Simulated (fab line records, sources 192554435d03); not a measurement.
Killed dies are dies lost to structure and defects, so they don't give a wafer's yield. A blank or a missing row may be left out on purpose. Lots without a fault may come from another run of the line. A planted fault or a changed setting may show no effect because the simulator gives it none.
Split-lot experiment | flow n5_finfet | 7 lots, 21 wafers read, on a route of 1938 steps

THE SPLIT
At N5_SD_EPI_N_EPI_21 (deposits Si:P, time 690 s), the setting time_s was moved away from the recipe's 690 s on 6 of the 21 wafers read, by -7.6% to +17.1%. The other wafers ran this setting at the recipe's value.

FROM THE SPLIT TO THE READING: what the file shows between them, 3 steps
- N5_SD_EPI_N_PRECLEAN_24: cleans in O3/DIW, time 60 s
- N5_SD_ACTIVATION_RTA_00: time 0 s
- N5_SD_ACTIVATION_LSA_01: time 0.0008 s

THE READING
RS_SD_N, in ohm/sq, at N5_SD_ACTIVATION_RS_MEAS_03 (measures by four-point-probe). Fault-free wafers of this fab line usually give 21.94 ohm/sq, standard deviation 0.27 ohm/sq.

wafer  | tool, chamber at the split | time_s as run, s | against the recipe | RS_SD_N, ohm/sq | against lot-mates on the recipe
L079.1 | epi_rpcvd-03, 0            | 690              | recipe             | 21.69           | -
L079.2 | epi_rpcvd-03, 0            | 690              | recipe             | 22.01           | -
L079.5 | epi_rpcvd-03, 0            | 690              | recipe             | 21.88           | -
L081.2 | epi_rpcvd-04, 0            | 690              | recipe             | 21.81           | -
L081.3 | epi_rpcvd-04, 0            | 690              | recipe             | 21.83           | -
L081.6 | epi_rpcvd-04, 0            | 690              | recipe             | 21.60           | -
L083.4 | epi_rpcvd-04, 0            | 690              | recipe             | 21.66           | -
L083.5 | epi_rpcvd-04, 0            | 776.2            | +12.5%             | 20.17           | -1.55
L083.6 | epi_rpcvd-04, 0            | 690              | recipe             | 21.79           | -
L089.1 | epi_rpcvd-03, 0            | 808              | +17.1%             | 19.58           | -2.26
L089.4 | epi_rpcvd-03, 0            | 690              | recipe             | 21.84           | -
L089.6 | epi_rpcvd-03, 0            | 808              | +17.1%             | 19.76           | -2.08
L091.1 | epi_rpcvd-03, 0            | 690              | recipe             | 22.22           | -
L091.3 | epi_rpcvd-03, 0            | 637.9            | -7.6%              | 23.14           | +0.99
L091.4 | epi_rpcvd-03, 0            | 690              | recipe             | 22.08           | -
L094.1 | epi_rpcvd-02, 0            | 690              | recipe             | 21.95           | -
L094.4 | epi_rpcvd-02, 0            | 690              | recipe             | 21.94           | -
L094.6 | epi_rpcvd-02, 0            | 690              | recipe             | 21.76           | -
L095.1 | epi_rpcvd-02, 0            | 690              | recipe             | 21.80           | -
L095.3 | epi_rpcvd-02, 0            | 793.2            | +15.0%             | 19.55           | -2.25
L095.6 | epi_rpcvd-02, 0            | 793.2            | +15.0%             | 19.84           | -1.96

THE FIT
A straight line over all 21 wafers: RS_SD_N changes by -0.138 ohm/sq for each +1% of time_s; r = -0.99; the points scatter about the line by 0.17 ohm/sq.
The same after taking each lot's own level away (the mean of its wafers on the recipe; 21 wafers): -0.132 ohm/sq for each +1%; r = -0.99; scatter 0.11 ohm/sq.
On that fit, the largest move of time_s shifts the reading by 2.3 ohm/sq.
The lots' own levels span 21.725 to 22.150 ohm/sq, that is 1.6 times the standard deviation above.
So the lot-to-lot level changes the slope little: the two slopes agree.
Check: with one of the wafers moved furthest among these (+17.1%) left out of the fit, the line predicts -2.25 ohm/sq for it against its lot-mates. It came out at -2.26 ohm/sq against them.

OTHER SPLITS ON THESE WAFERS
These wafers also went through other splits before the reading. Each is held against what the fit with the lots' levels taken away leaves over:
other split on the same wafers        | wafers away from the commonest value | r with RS_SD_N (lot level and that fit taken away)
N5_SD_EPI_N_DEVELOP_08 develop_time_s | 5                                    | +0.36

THE WHOLE CHAIN: every reading that the file lists as answering this split, in the file's order
step                        | what it does                 | reading                                                                         | change (the file's fit)               | r (the file's)
N5_SD_EPI_N_EPI_21          | deposits Si:P, time 690 s    | Si-P_of_SD_EPI_N_EPI_21.thk_nm (the simulator's own value, which no gauge read) | +0.384 nm for each +1% of the setting | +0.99
N5_SD_ACTIVATION_RS_MEAS_03 | measures by four-point-probe | RS_SD_N                                                                         | -0.131 for each +1% of the setting    | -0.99

THE FILE'S OWN FIT
RS_SD_N changes by -0.131 ohm/sq for each +1% of time_s, r = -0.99.
